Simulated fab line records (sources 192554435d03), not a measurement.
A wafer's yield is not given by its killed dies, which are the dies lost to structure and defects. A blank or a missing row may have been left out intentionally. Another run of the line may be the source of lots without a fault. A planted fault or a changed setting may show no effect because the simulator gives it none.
Matching of chambers | flow n5_finfet | N5_MIM_BOT_ETCH_ETCH_04 on rie_diel-02: 4 sister chambers
The step etches SiNx in CF4/O2, target depth 26 nm, time 13 s. 4 wafers are shown with their chamber, then 11 later ones without.

== EACH WAFER AND ITS CHAMBER ==
wafer  | chamber | drypump_motor_current_A (A)
L083.1 | 3       | 6.3
L083.4 | 2       | 5.7
L087.6 | 0       | 5.8
L090.1 | 1       | 5.3

== WAFERS WITH NO CHAMBER GIVEN ==
wafer  | drypump_motor_current_A (A)
L090.3 | 5.8
L090.4 | 6.3
L089.2 | 6.2
L089.3 | 5.8
L089.4 | 5.8
L095.3 | 5.7
L095.4 | 6.3
L095.6 | 5.8
L097.1 | 5.8
L097.3 | 6.2
L097.6 | 5.9

== WHICH CHAMBER EACH WENT THROUGH ==
wafer  | from the rows above     | in truth
L090.3 | can't be placed: 0 or 2 | 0
L090.4 | 3                       | 3
L089.2 | 3                       | 3
L089.3 | can't be placed: 0 or 2 | 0
L089.4 | can't be placed: 0 or 2 | 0
L095.3 | can't be placed: 2 or 0 | 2
L095.4 | 3                       | 3
L095.6 | can't be placed: 0 or 2 | 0
L097.1 | can't be placed: 0 or 2 | 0
L097.3 | 3                       | 3
L097.6 | can't be placed: 0 or 2 | 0
Placed correctly: 4 of 11. Can't be placed from these rows: 7 (the true chamber is among the candidates in 7). Placed wrongly: 0.
How it was worked out, from the rows above alone: a wafer's distance from a chamber is the root of the sum, over the readings, of the square of ((its reading less the chamber's mean) divided by the reading's scatter). If the next closest chamber is less than 2 further off than the closest, the wafer can't be placed; otherwise it belongs to the closest. The mean given for a chamber averages the wafers shown for that chamber. The scatter: root of mean squared gap, hidden wafer to nearest shown wafer, with one shown wafer a chamber.
